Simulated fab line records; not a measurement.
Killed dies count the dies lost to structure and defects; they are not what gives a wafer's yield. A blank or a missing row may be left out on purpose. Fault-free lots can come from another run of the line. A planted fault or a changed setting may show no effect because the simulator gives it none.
What tool caused it?	flow nand_harc	7 lots with 20 wafers sampled at 3 steps, on a route of 1302 steps

== WHAT THE GAUGES SHOWED, per wafer ==
NHARC_P_CONTACT_CD_MEAS_19.
lot	measured	on	cd_nm (nm)
L293	day 7 03:50	cd_sem-01	88.2 88.5 89.6
L296	day 7 22:22	cd_sem-02	89.4 92.5 92.5
L298	day 9 01:39	cd_sem-03	91.3 90.4 90.5
L305	day 12 06:04	cd_sem-03	94.3 91.7
L309	day 13 16:20	cd_sem-03	88.0 90.7 89.9
L311	day 14 22:07	cd_sem-02	89.6 86.6 91.4
L314	day 15 12:31	cd_sem-03	89.7 90.4 88.4

== TOOL THAT RAN EACH LOT (tool first, then ch and the chambers of the sampled wafers, then the start) ==
lot	NHARC_P_GATE_STRIP_95	NHARC_P_CONTACT_PEB_10
L293	plasma_asher-02 ch 0,1, day 6 22:55	litho_track-06 ch 0, day 7 02:16
L296	plasma_asher-01 ch 0,1, day 7 17:53	litho_track-01 ch 0, day 7 21:14
L298	plasma_asher-01 ch 1, day 8 21:10	litho_track-04 ch 0, day 9 00:31
L305	plasma_asher-01 ch 0,1, day 12 00:40	litho_track-01 ch 0, day 12 04:55
L309	plasma_asher-01 ch 0,1, day 13 11:49	litho_track-06 ch 0, day 13 15:11
L311	plasma_asher-02 ch 0,1, day 14 17:29	litho_track-04 ch 0, day 14 20:59
L314	plasma_asher-02 ch 0,1, day 15 08:02	litho_track-06 ch 0, day 15 11:23
- NHARC_P_GATE_STRIP_95: strips in O2.
- NHARC_P_CONTACT_PEB_10: peb time 65 s.

== THE ANSWER, worked out from the rows above alone ==
Rule: the usual values come from the lots themselves. The widest of any qualifying gaps counts: lots, ordered by their means at a reading, are off when they make up no more than a third of the lots, leave a main group of 4 or more, and stand apart from it by 3 or more times the standard deviation of that group's means. Not used: any main group whose means are identical at the precision the tables above print for the reading. A lot without any number at a reading at which 4 lots or more have one is off too. Where the step has rows for the other lots, those lots are counted as sound.
Across all readings shown, no lot is off: no conclusion can be drawn from this.

== WHAT WAS PUT IN BY THE SIMULATOR ==
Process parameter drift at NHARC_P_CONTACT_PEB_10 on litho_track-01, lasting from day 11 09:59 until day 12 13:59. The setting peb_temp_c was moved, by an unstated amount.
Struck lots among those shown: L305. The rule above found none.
